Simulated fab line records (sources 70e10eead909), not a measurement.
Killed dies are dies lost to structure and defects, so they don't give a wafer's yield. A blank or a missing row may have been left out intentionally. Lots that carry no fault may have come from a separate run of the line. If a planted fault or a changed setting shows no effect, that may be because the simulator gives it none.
Matching of chambers | flow nand-harc | cmp-02 running NHARC_A_M1_CMP_23: 4 sister chambers
The step polishes, t overpolish 20 s, target thk 154.34 nm. 18 wafers are shown with their chamber, then 9 later ones without.

## WAFERS PAIRED WITH THEIR CHAMBERS
wafer  | chamber | motor-current-A (A) | time-to-endpoint-s (s) | slurry-flow-ml-min
L284.1 | 2       | 12.1                | 31.6                   | 149.8
L284.2 | 1       | 13.5                | 31.0                   | 150.1
L284.6 | 1       | 13.0                | 29.2                   | 150.2
L286.1 | 0       | 13.2                | 30.2                   | 150.6
L286.2 | 1       | 13.6                | 29.6                   | 150.9
L286.6 | 3       | 11.1                | 29.5                   | 150.8
L285.3 | 2       | 12.2                | 34.7                   | 150.4
L285.4 | 1       | 13.3                | 30.8                   | 149.1
L285.6 | 3       | 11.9                | 30.0                   | 150.2
L288.1 | 1       | 12.8                | 29.5                   | 150.0
L288.3 | 3       | 11.3                | 28.9                   | 149.1
L288.6 | 3       | 11.8                | 31.9                   | 150.5
L297.1 | 0       | 13.4                | 27.2                   | 149.7
L297.5 | 3       | 11.4                | 25.9                   | 150.3
L297.6 | 0       | 13.4                | 25.0                   | 150.0
L299.3 | 0       | 12.1                | 29.6                   | 148.8
L299.4 | 2       | 11.8                | 31.4                   | 150.0
L299.5 | 1       | 13.1                | 28.7                   | 149.7

SIGNATURES (averages over the wafers above)
reading            | chamber 0 | chamber 1 | chamber 2 | chamber 3 | scatter within a chamber
motor-current-A    | 13.025    | 13.217    | 12.033    | 11.500    | 0.395
time-to-endpoint-s | 28.000    | 29.800    | 32.567    | 29.240    | 1.83
slurry-flow-ml-min | 149.775   | 150.000   | 150.067   | 150.180   | 0.615
Rule: for each reading, subtract the chamber's mean from the wafer's reading, divide by that reading's scatter and square the result; add these up over the readings and take the root, which gives the wafer's distance from the chamber. If the next closest chamber is less than 2 further off than the closest, the wafer can't be placed; otherwise it belongs to the closest. The scatter is the square root of a quotient: the sum, over the shown wafers, of each reading's squared deviation from its chamber's mean, divided by wafers minus chambers.

## WAFERS WITH NO CHAMBER GIVEN
wafer  | motor-current-A (A) | time-to-endpoint-s (s) | slurry-flow-ml-min
L301.1 | 13.4                | 26.6                   | 150.1
L301.4 | 11.4                | 24.0                   | 149.4
L301.6 | 13.0                | 26.7                   | 150.6
L305.1 | 13.9                | 31.9                   | 150.0
L305.2 | 13.0                | 31.9                   | 150.0
L305.3 | 11.9                | 30.3                   | 150.6
L307.2 | 13.2                | 28.5                   | 148.9
L307.3 | 12.4                | 30.1                   | 148.8
L307.4 | 13.0                | 31.9                   | 149.3

## EACH ONE'S CHAMBER
wafer  | from the rows above               | in truth
L301.1 | can't be placed: 0 or 1           | 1
L301.4 | can't be placed: 3 or 0 or 2      | 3
L301.6 | can't be placed: 0 or 1           | 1
L305.1 | can't be placed: 1 or 0           | 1
L305.2 | can't be placed: 1 or 0 or 2      | 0
L305.3 | can't be placed: 3 or 2           | 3
L307.2 | can't be placed: 0 or 1           | 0
L307.3 | can't be placed: 0 or 2 or 1 or 3 | 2
L307.4 | can't be placed: 1 or 0 or 2      | 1
Correctly placed: 0 of 9. Can't be placed from these rows: 9 (the true chamber is among the candidates in 9). Wrongly placed: 0.
